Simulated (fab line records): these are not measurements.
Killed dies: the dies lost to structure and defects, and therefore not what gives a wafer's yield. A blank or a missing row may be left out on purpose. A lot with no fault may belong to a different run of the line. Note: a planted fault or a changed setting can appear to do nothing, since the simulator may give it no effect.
Code-filled problem report in 8D (eight disciplines) form -- flow n5Finfet -- the parts of the form that need people (team, actions taken, sign-off) are left out

1. THE PROBLEM
runLengthS at N5_BEOL_M15_ETCH_61 reads a mean of 99.0 s on 1 wafer of 1 lot; wafers without a fault read 91.3 s with a standard deviation of 0.51. That puts it +15 standard deviations away from the usual mean.
The step: etches BARC in N2/H2, target depth 89 nm, overetch 26.7 nm, time 67.9 s.
Seen first at day 13 19:16 on rieDiel-03, wafer L303.2. At this step, 27 wafers from 11 lots have a number in the record. Rule for "out", or "out of limits": more than 4 standard deviations from the usual mean. All remaining wafers that have a number are taken as sound.

2. WHAT IT IS, AND WHAT IT ISN'T
question,is,is not
which readings at this step,runLengthS,"drypumpMotorCurrentA, oesProductAu, rfVppV, showerheadPlenumPTorr, throttleValvePct"
which lots,L303,"L292, L294, L296, L298, L300, L304, L308, L312, L313, L314"
which wafers of those lots,L303.2,"L303.3, L303.6"
read on which tools,rieDiel-03,"rieDiel-02, rieDiel-06"
when,from day 13 19:16,"up to then (13 sound wafers); but 13 sound wafers of L304, L308, L312, L313, L314 came after"

3. SUSPECTS, AND WHAT RULES EACH OUT
Counting: a tool at a process step up to the reading stays a suspect if it ran every lot that is out. Sound lots after the first of them don't rule it out here, since some wafers of a struck lot are sound.
- rieDiel-03 at N5_BEOL_M15_DESCUM_33 (chemistry O2, time 7.9 s): kept. It ran the lot that is out, L303 (day 13 19:14); its last sound lot up to then is L300 (day 13 07:50).
- rieDiel-03 at N5_BEOL_M15_ETCH_61 (etches BARC in N2/H2, target depth 89 nm, overetch 26.7 nm, time 67.9 s): kept. It ran the lot that is out, L303 (day 13 19:16); its last sound lot up to then is L300 (day 13 07:52). Out on those wafers are its own readings of runLengthS.
- At N5_BEOL_M15_DESCUM_33, inside rieDiel-03: chamber 3 took the wafers that are out, while their sound lot-mates went through chambers 0, 1.
- At N5_BEOL_M15_ETCH_61, inside rieDiel-03: chamber 3 took the wafers that are out, while their sound lot-mates went through chambers 0, 1.
The count leaves rieDiel-03 at N5_BEOL_M15_ETCH_61 and rieDiel-03 at N5_BEOL_M15_DESCUM_33.

4. THE CAUSE (what the simulator had put in)
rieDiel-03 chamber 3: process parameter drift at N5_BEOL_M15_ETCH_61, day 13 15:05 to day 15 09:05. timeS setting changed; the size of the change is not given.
After counting, 2 suspects remain, this tool included.

5. SEQUENCE OF EFFECTS, ordered by route
Rows list readings where the struck wafers' mean (over those with a number) sits beyond 3 standard deviations from the usual. Only readings whose record carries a usual standard deviation are examined. hours: median over the lots of the time between each lot's start at the first step of this table that gives one and its start at this step. sigmas: the change, counted in usual standard deviations.
hours,step,reading,usual,on struck wafers,change,sigmas
0,N5_BEOL_M15_ETCH_61,runLengthS,91.3 s,99.0,+7.7,+15
Its process steps:
- N5_BEOL_M15_ETCH_61: etches BARC in N2/H2, target depth 89 nm, overetch 26.7 nm, time 67.9 s.

6. WHAT WOULD HAVE CAUGHT IT SOONER
First out-of-limits reading in this record: day 13 19:16, which is 4 hours after fault onset at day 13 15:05.
